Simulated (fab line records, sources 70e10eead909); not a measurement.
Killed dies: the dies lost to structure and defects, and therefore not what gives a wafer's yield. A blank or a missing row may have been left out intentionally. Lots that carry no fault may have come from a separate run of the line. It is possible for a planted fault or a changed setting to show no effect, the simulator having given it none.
A lot that was struck, set against a sound lot    flow nand-harc    13 out of 1302 route steps
Sound: wafers L967.2, L967.3, L967.6. Struck: wafers L962.1, L962.4, L962.6. The cause comes at the end.
Each step with rows lists, per side, the tool, then ch with its chambers, then its first start. Under that, the readings that differ: sound wafers    struck wafers    difference of the means    sigmas: that difference in standard deviations of wafers without a fault.
alike: words and numbers the same on both sides, and readings whose means are apart by under 2 such deviations; not compared: readings that were withheld, readings missing a value for some wafer, numbers with overlapping values and no deviation given by the record, and bounds like >300 which may hide the same value.
A row with sigmas, a row that says differs or no value, or rows on one side alone: a step with any of these is where the two part. When numbers do not overlap yet have no deviation, they are printed without sigmas and do not part them. Lack of a reading on every wafer of one side parts them only where that side has two or more wafers.

first, 1 step without rows for these wafers: NHARC_A_SLIT_STRIP_28 (strips in O2/COS).
NHARC_A_SLIT_ETCH_29: etches the open film in CF4/O2, target depth 100 nm, overetch 10 nm, time 55 s.
  sound on rie-diel-05 ch 0,1,2, day 27 20:50; struck on rie-diel-05 ch 0,1,3, day 25 18:53
  alike: cf4-flow-sccm, drypump-motor-current-A, oes_f_703_au, oes-product-au, rf-vpp-V, showerhead-plenum-p-Torr, throttle-valve-pct
  not compared: rf-hours-counter-h
NHARC_A_SLIT_STRIP_18: strips in O2.
  sound: rie-diel-05 ch 0,1,3; struck: rie-diel-05 ch 1,3
reading       sound           struck          difference  sigmas
rf-vpp-V (V)  57.5 56.9 57.0  59.1 58.8 58.1  +1.5        +2
  alike: drypump-motor-current-A, oes-product-au, showerhead-plenum-p-Torr, throttle-valve-pct
  not compared: rf-hours-counter-h
then, 2 steps without rows for these wafers: NHARC_A_SLIT_PRECLEAN_19 (cleans in SC1); NHARC_A_SLIT_SRD_20.
NHARC_A_SLIT_CD_MEAS_21:
  sound on cd-sem-01, day 27 21:23; struck on cd-sem-01, day 25 19:24
  alike: cd-nm
then, 3 steps without rows for these wafers: NHARC_A_SIN_REMOVE_WET_00 (chemistry H3PO4, time 15300 s); NHARC_A_SIN_REMOVE_PRECLEAN_01 (cleans in SC1); NHARC_A_SIN_REMOVE_SRD_02.
NHARC_A_SIN_REMOVE_INSPECT_04:
  sound on defect-inspect-02, day 28 03:23; struck on defect-inspect-02, day 26 02:04
  alike: raw-defect-count
NHARC_A_WL_FILL_ALD_00: deposits Al2O3, target thk 3 nm, pulse time 3 s, ald cycles 30.
  sound on ald-hk-01 ch 0,3, day 28 03:27; struck on ald-hk-03 ch 1,3, day 26 02:08
  alike: heater-power-w, precursor-pulse-height-rel
NHARC_A_WL_FILL_RTA_01: time 5 s.
  sound on rtp-anneal-01 ch 0, day 28 03:54; struck on rtp-anneal-02 ch 0, day 26 02:24
reading              sound                 struck             difference  sigmas
lamp-power-pct (%)   28.2 28.2 28.2        22.9 22.9 22.9     -5.3        -5
lamp_zone_1_pct (%)  28.2 28.2 28.2        22.9 22.9 22.9     -5.3        -5
lamp_zone_2_pct (%)  28.2 28.2 28.2        22.8 22.8 22.9     -5.4        -6
lamp_zone_3_pct (%)  28.2 28.2 28.2        22.9 22.8 22.9     -5.3        -5
lamp_zone_4_pct (%)  28.2 28.2 28.2        22.9 22.9 22.9     -5.3        -5
lamp_zone_5_pct (%)  28.2 28.2 28.2        22.9 22.9 22.9     -5.3        -5
lamp_zone_6_pct (%)  28.2 28.2 28.1        22.8 22.8 22.8     -5.4        -6
lamp_zone_7_pct (%)  28.6 28.6 28.6        23.3 23.3 23.4     -5.3        -5
wafer_temp_C_max     1003.8 1003.0 1003.2  958.7 958.3 957.1  -45.3       -38
NHARC_A_WL_FILL_ALD_02: deposits TiN, target thk 2 nm, pulse time 3 s, ald cycles 100.
  sound on ald-metal-03 ch 1,2, day 28 04:05; struck on ald-metal-04 ch 0,2,3, day 26 02:43
  alike: heater-power-w, precursor-pulse-height-rel

## WHERE THEY PART
Last at NHARC_A_WL_FILL_RTA_01 as far as this record goes, first at NHARC_A_SLIT_STRIP_18. Later steps at which nothing parts them and some readings are alike: NHARC_A_WL_FILL_ALD_02.

WHY: what the simulator had put in
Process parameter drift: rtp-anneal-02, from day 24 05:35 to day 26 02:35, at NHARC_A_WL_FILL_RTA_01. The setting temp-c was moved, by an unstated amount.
